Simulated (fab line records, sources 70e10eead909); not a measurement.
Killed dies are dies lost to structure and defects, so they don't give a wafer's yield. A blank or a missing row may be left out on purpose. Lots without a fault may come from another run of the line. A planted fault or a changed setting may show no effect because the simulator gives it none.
Chamber matching | flow nand_harc | NHARC_A_CHANNEL_FILL_D1_STRIP_28 on rie_diel-09: 4 sister chambers
The step strips in O2, time 20 s. 20 wafers are shown with their chamber, then 10 later ones without.

WAFERS WITH THEIR CHAMBER
wafer  | chamber | showerhead_plenum_p_Torr (Torr) | drypump_motor_current_A (A) | oes_product_au (a.u.)
L078.2 | 3       | 3.78                            | 5.7                         | 0.976
L078.4 | 1       | 3.67                            | 5.9                         | 1.015
L078.6 | 2       | 3.77                            | 5.2                         | 0.975
L080.2 | 3       | 3.78                            | 5.7                         | 0.995
L080.3 | 1       | 3.67                            | 5.9                         | 1.004
L080.5 | 1       | 3.67                            | 5.9                         | 1.012
L084.2 | 1       | 3.67                            | 5.9                         | 1.003
L084.3 | 2       | 3.77                            | 5.2                         | 0.971
L084.6 | 0       | 3.56                            | 5.4                         | 0.964
L089.1 | 2       | 3.77                            | 5.2                         | 1.020
L089.2 | 1       | 3.66                            | 5.9                         | 1.012
L089.3 | 0       | 3.56                            | 5.4                         | 0.991
L091.1 | 2       | 3.77                            | 5.2                         | 1.005
L091.2 | 0       | 3.56                            | 5.3                         | 0.997
L091.3 | 3       | 3.78                            | 5.7                         | 0.993
L092.2 | 2       | 3.77                            | 5.2                         | 1.004
L092.4 | 3       | 3.78                            | 5.7                         | 0.982
L092.6 | 0       | 3.56                            | 5.4                         | 0.991
L094.3 | 2       | 3.77                            | 5.2                         | 1.022
L094.4 | 1       | 3.66                            | 5.9                         | 1.012

SIGNATURES (means of the wafers above)
reading                  | chamber 0 | chamber 1 | chamber 2 | chamber 3 | scatter within a chamber
showerhead_plenum_p_Torr | 3.5600    | 3.6667    | 3.7700    | 3.7800    | 0.00289
drypump_motor_current_A  | 5.375     | 5.900     | 5.200     | 5.700     | 0.0217
oes_product_au           | 0.98575   | 1.00967   | 0.99950   | 0.98650   | 0.0146
Rule: a wafer's distance from a chamber is the root of the sum, over the readings, of the square of ((its reading less the chamber's mean) divided by the reading's scatter). The wafer belongs to the nearest chamber; if the next one is less than 2 further off, it can't be placed. The scatter: the root of (the sum of the squares of (reading less its chamber's mean) over the shown wafers, divided by (wafers less chambers)).

WAFERS WITHOUT THEIR CHAMBER
wafer  | showerhead_plenum_p_Torr (Torr) | drypump_motor_current_A (A) | oes_product_au (a.u.)
L094.5 | 3.55                            | 5.3                         | 1.006
L095.2 | 3.66                            | 5.9                         | 1.000
L095.3 | 3.55                            | 5.4                         | 0.987
L095.6 | 3.55                            | 5.3                         | 0.980
L097.1 | 3.78                            | 5.7                         | 0.981
L097.2 | 3.55                            | 5.3                         | 0.987
L097.3 | 3.66                            | 5.9                         | 1.013
L097.4 | 3.77                            | 5.2                         | 1.013
L097.5 | 3.78                            | 5.7                         | 0.983
L097.6 | 3.55                            | 5.3                         | 0.979

WHICH CHAMBER EACH WENT THROUGH
wafer  | from the rows above | in truth
L094.5 | 0                   | 0
L095.2 | 1                   | 1
L095.3 | 0                   | 0
L095.6 | 0                   | 0
L097.1 | 3                   | 3
L097.2 | 0                   | 0
L097.3 | 1                   | 1
L097.4 | 2                   | 2
L097.5 | 3                   | 3
L097.6 | 0                   | 0
Placed correctly: 10 of 10. Can't be placed from these rows: 0. Placed wrongly: 0.
